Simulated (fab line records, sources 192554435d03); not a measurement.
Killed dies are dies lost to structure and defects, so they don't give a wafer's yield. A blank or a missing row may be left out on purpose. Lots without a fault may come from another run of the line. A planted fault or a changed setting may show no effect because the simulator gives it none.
Chamber matching | flow n5_finfet | N5_MIM_TOP_ALD_00 on ald_hk-01: 4 sister chambers
The step deposits Al2O3, purge time 3 s, co reactant pulse time 3 s. 22 wafers are shown with their chamber, then 11 later ones without.

WAFERS WITH THEIR CHAMBER
wafer  | chamber | precursor_pulse_height_rel
L074.1 | 0       | 0.966
L074.3 | 3       | 1.012
L074.5 | 1       | 1.021
L076.1 | 1       | 0.986
L076.2 | 3       | 0.988
L076.3 | 2       | 0.985
L079.2 | 1       | 0.994
L079.3 | 0       | 0.986
L079.5 | 3       | 1.021
L084.1 | 1       | 0.997
L084.5 | 1       | 1.017
L084.6 | 0       | 1.031
L086.1 | 3       | 0.998
L086.4 | 2       | 1.005
L086.5 | 3       | 1.013
L087.1 | 2       | 1.012
L087.3 | 1       | 0.951
L087.5 | 1       | 0.963
L091.4 | 1       | 1.011
L091.5 | 2       | 0.976
L091.6 | 1       | 1.011
L092.1 | 0       | 1.011

SIGNATURES (means of the wafers above)
reading                    | chamber 0 | chamber 1 | chamber 2 | chamber 3 | scatter within a chamber
precursor_pulse_height_rel | 0.99850   | 0.99456   | 0.99450   | 1.00640   | 0.022
Rule: a wafer's distance from a chamber is the root of the sum, over the readings, of the square of ((its reading less the chamber's mean) divided by the reading's scatter). The wafer belongs to the nearest chamber; if the next one is less than 2 further off, it can't be placed. The scatter: the root of (the sum of the squares of (reading less its chamber's mean) over the shown wafers, divided by (wafers less chambers)).

WAFERS WITHOUT THEIR CHAMBER
wafer  | precursor_pulse_height_rel
L092.2 | 0.997
L092.4 | 0.996
L093.1 | 0.978
L093.4 | 1.001
L093.5 | 0.975
L094.4 | 0.980
L094.5 | 1.043
L094.6 | 0.981
L095.1 | 1.011
L095.3 | 0.974
L095.6 | 1.011

WHICH CHAMBER EACH WENT THROUGH
wafer  | from the rows above               | in truth
L092.2 | can't be placed: 0 or 1 or 2 or 3 | 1
L092.4 | can't be placed: 1 or 2 or 0 or 3 | 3
L093.1 | can't be placed: 2 or 1 or 0 or 3 | 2
L093.4 | can't be placed: 0 or 3 or 1 or 2 | 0
L093.5 | can't be placed: 2 or 1 or 0 or 3 | 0
L094.4 | can't be placed: 2 or 1 or 0 or 3 | 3
L094.5 | can't be placed: 3 or 0 or 1 or 2 | 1
L094.6 | can't be placed: 2 or 1 or 0 or 3 | 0
L095.1 | can't be placed: 3 or 0 or 1 or 2 | 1
L095.3 | can't be placed: 2 or 1 or 0 or 3 | 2
L095.6 | can't be placed: 3 or 0 or 1 or 2 | 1
Placed correctly: 0 of 11. Can't be placed from these rows: 11 (the true chamber is among the candidates in 11). Placed wrongly: 0.
